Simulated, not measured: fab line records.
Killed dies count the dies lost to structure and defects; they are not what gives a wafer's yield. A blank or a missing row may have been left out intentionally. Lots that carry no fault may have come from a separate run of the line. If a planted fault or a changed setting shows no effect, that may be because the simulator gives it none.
Chamber matching -- flow nandHarc -- 4 sister chambers for NHARC_THIN_TSV_CMP_01 on cmp-01
The step polishes. 8 wafers are shown with their chamber, then 7 later ones without.

WAFERS WITH THEIR CHAMBER
wafer,chamber,motorCurrentA (A)
L612.2,3,10.6
L616.1,0,13.6
L616.5,1,11.1
L617.2,2,12.0
L617.4,1,10.5
L617.6,3,11.2
L619.2,2,11.8
L619.4,0,13.1

WAFERS MISSING THEIR CHAMBER
wafer,motorCurrentA (A)
L619.6,11.3
L623.3,11.1
L623.4,10.9
L623.5,11.6
L621.2,11.3
L621.3,10.7
L621.4,10.6

CHAMBER TAKEN BY EACH
wafer,from the rows above,in truth
L619.6,can't be placed: 3 or 1 or 2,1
L623.3,can't be placed: 3 or 1 or 2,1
L623.4,can't be placed: 3 or 1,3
L623.5,can't be placed: 2 or 3 or 1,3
L621.2,can't be placed: 3 or 1 or 2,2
L621.3,can't be placed: 1 or 3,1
L621.4,can't be placed: 1 or 3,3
Correctly placed: 0 of 7. Cannot be placed on the basis of these rows: 7; the candidates contain the true chamber in 7. Number placed wrongly: 0.
How it was worked out, from the rows above alone: a wafer's distance from a chamber is the root of the sum, over the readings, of the square of ((its reading less the chamber's mean) divided by the reading's scatter). The wafer belongs to the nearest chamber; if the next one is less than 2 further off, it can't be placed. For every chamber, the mean is computed from those of its wafers that are shown. How the scatter is found: for the shown wafers, subtract from each reading the mean of its chamber, square and add these, divide the total by (wafers less chambers), then take the root.
